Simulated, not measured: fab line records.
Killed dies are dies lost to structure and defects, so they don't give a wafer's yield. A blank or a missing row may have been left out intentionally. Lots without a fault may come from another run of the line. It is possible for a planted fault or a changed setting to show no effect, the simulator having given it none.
Chamber matching + flow n5Finfet + 3 sister chambers for N5_BEOL_M5_CO_CAP_78 on cvdCo-01
The step material Co, precursor CCTBA/H2, target thk 2 nm, time 102.1 s. 14 wafers are shown with their chamber, then 7 later ones without.

== WAFERS WITH THEIR CHAMBER ==
| wafer  | chamber | heaterPowerW (W) |
|--------|---------|------------------|
| L835.3 | 2       | 213              |
| L835.4 | 0       | 244              |
| L835.6 | 2       | 206              |
| L837.2 | 0       | 250              |
| L837.4 | 0       | 248              |
| L837.6 | 2       | 205              |
| L838.3 | 1       | 184              |
| L838.4 | 1       | 190              |
| L838.5 | 0       | 247              |
| L839.1 | 1       | 187              |
| L839.3 | 0       | 250              |
| L839.5 | 2       | 207              |
| L840.3 | 0       | 245              |
| L840.4 | 0       | 241              |

SIGNATURES (means of the wafers above)
| reading      | chamber 0 | chamber 1 | chamber 2 | scatter within a chamber |
|--------------|-----------|-----------|-----------|--------------------------|
| heaterPowerW | 246.43    | 187.00    | 207.75    | 3.34                     |
Rule: for a wafer and a chamber, the distance is found by dividing, reading by reading, the gap between the wafer's reading and the chamber's mean by the reading's scatter, squaring, summing and taking the root. The wafer belongs to the nearest chamber; if the next one is less than 2 further off, it can't be placed. The scatter: the root of (the sum of the squares of (reading less its chamber's mean) over the shown wafers, divided by (wafers less chambers)).

== WAFERS WHOSE CHAMBER IS MISSING ==
| wafer  | heaterPowerW (W) |
|--------|------------------|
| L840.5 | 188              |
| L852.3 | 187              |
| L852.5 | 214              |
| L852.6 | 186              |
| L853.1 | 184              |
| L853.3 | 209              |
| L853.5 | 211              |

== EACH ONE'S CHAMBER ==
| wafer  | from the rows above | in truth |
|--------|---------------------|----------|
| L840.5 | 1                   | 1        |
| L852.3 | 1                   | 1        |
| L852.5 | 2                   | 2        |
| L852.6 | 1                   | 1        |
| L853.1 | 1                   | 1        |
| L853.3 | 2                   | 2        |
| L853.5 | 2                   | 2        |
7 of 7 placed correctly. Left unplaced by these rows: 0. Number placed wrongly: 0.
